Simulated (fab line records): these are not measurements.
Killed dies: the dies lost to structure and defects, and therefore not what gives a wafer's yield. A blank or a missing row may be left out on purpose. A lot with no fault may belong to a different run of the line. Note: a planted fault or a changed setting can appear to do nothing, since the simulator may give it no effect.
A single fault, viewed from 2 desks	flow nand-harc	what lay behind the numbers comes last; until then each desk has only its own

## AT THE METROLOGY DESK
Means of the sampled wafers that have a number, per lot and without regard to the tool the lot ran on: this is what the gauges read. Marked OUT: a lot whose mean sits more than 4 standard deviations from the usual mean, which makes it out of limits; the brackets give that distance. It has 8 readings; the 7 that lie furthest out on some lot are the ones shown.
Columns: A = overlay-x-nm at NHARC_A_M1_OVL_MEAS_10, usual 0.1 nm; B = overlay-y-nm at NHARC_A_M1_OVL_MEAS_10, usual -0.1 nm; C = thk-nm at NHARC_A_BONDPAD_THK_MEAS_30, usual 199.9 nm; D = cd-nm at NHARC_A_BONDPAD_CD_MEAS_09, usual 499.5 nm; E = overlay-x-nm at NHARC_A_BONDPAD_OVL_MEAS_35, usual 1 nm; F = overlay-y-nm at NHARC_A_BONDPAD_OVL_MEAS_35, usual 0 nm; G = cd-nm at NHARC_A_BONDPAD_CD_MEAS_13, usual 498.9 nm
lot	first seen here	A	B	C	D	E	F	G
L876	day 23 18:22	-0.6	0.1	200.1	499.5	1	10	499.3
L880	day 26 07:30	0.7	-0.6	200.1	498.0	-2	-7	497.9
L882	day 27 01:16	-0.9	0.1	198.6	498.1	13	-4	498.0
L891	day 30 19:31	0.0	-1.3	201.0	500.7	3	-11	500.4
L894	day 31 10:14	0.1	0.1	200.4	499.4	-1	-12	499.0
This desk's verdict: no lot among the 5 shows anything out of limits.

## DESK OF THE TOOL OWNER: pvd-sputter-02
The tool's own readings at NHARC_A_M1_PVD_21 (deposits Cu, target thk 30 nm, time 20.49 s): means of the sampled wafers that have a number, for each lot that ran on this tool. Marked OUT: a lot whose mean sits more than 4 standard deviations from the usual mean, which makes it out of limits; the brackets give that distance.
Columns: A = throttle-valve-pct at NHARC_A_M1_PVD_21, usual 30.4 %
lot	first seen here	A
L882	day 27 02:54	30.1
L891	day 30 20:51	30.6
This desk's verdict: no lot among the 2 shows anything out of limits.

## BROUGHT TOGETHER
Metrology desk: nothing out of limits seen.
Nothing out of limits was seen by the tool owner's desk.

## WHAT THE SIMULATOR HAD INSERTED
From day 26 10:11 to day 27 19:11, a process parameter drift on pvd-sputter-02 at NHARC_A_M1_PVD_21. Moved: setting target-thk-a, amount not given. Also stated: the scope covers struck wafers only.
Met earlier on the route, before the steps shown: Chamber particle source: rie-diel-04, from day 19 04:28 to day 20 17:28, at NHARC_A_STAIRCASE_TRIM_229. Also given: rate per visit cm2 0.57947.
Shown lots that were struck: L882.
